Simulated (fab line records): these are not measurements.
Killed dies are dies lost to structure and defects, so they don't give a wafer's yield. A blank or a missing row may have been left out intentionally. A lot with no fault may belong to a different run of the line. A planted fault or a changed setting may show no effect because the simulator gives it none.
Chamber matching	flow n5Finfet	N5_ILD0_CMP_03 on cmp-04: 3 sister chambers
The step polishes, stops on SiNx, t overpolish 1.9 s, target thk 197.38 nm. 14 wafers are shown with their chamber, then 5 later ones without.

## WAFERS WITH THEIR CHAMBER
wafer	chamber	timeToEndpointS (s)	motorCurrentA (A)	overpolishRunS (s)
L236.3	3	73	12.4	1.902
L236.4	1	63	13.0	1.898
L236.6	3	72	12.7	1.892
L242.2	1	65	13.2	1.905
L242.3	0	81	13.9	1.891
L242.5	0	78	13.3	1.894
L244.2	0	82	13.0	1.910
L244.5	3	79	12.7	1.902
L244.6	0	81	13.0	1.893
L252.2	3	72	12.8	1.900
L252.4	1	65	12.3	1.901
L252.5	3	75	13.7	1.904
L256.2	3	76	13.5	1.889
L256.3	1	65	12.5	1.902

SIGNATURES, as means of the wafers listed above
reading	chamber 0	chamber 1	chamber 3	scatter within a chamber
timeToEndpointS	80.50	64.50	74.50	2.12
motorCurrentA	13.300	12.750	12.967	0.465
overpolishRunS	1.89700	1.90150	1.89817	0.00635
Rule: a wafer's distance from a chamber is the root of the sum, over the readings, of the square of ((its reading less the chamber's mean) divided by the reading's scatter). If the next closest chamber is less than 2 further off than the closest, the wafer can't be placed; otherwise it belongs to the closest. The scatter: the root of (the sum of the squares of (reading less its chamber's mean) over the shown wafers, divided by (wafers less chambers)).

## WAFERS WITHOUT THEIR CHAMBER
wafer	timeToEndpointS (s)	motorCurrentA (A)	overpolishRunS (s)
L256.4	80	12.9	1.898
L257.2	68	12.9	1.894
L257.3	80	13.1	1.897
L259.2	81	12.4	1.902
L259.4	80	13.0	1.905

## THE CHAMBER EACH PASSED THROUGH
wafer	from the rows above	in truth
L256.4	can't be placed: 0 or 3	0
L257.2	can't be placed: 1 or 3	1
L257.3	0	0
L259.2	can't be placed: 0 or 3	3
L259.4	can't be placed: 0 or 3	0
Placed correctly: 1 of 5. Unplaceable from these rows: 4, with the true chamber sitting among the candidates in 4. Wrongly placed: 0.
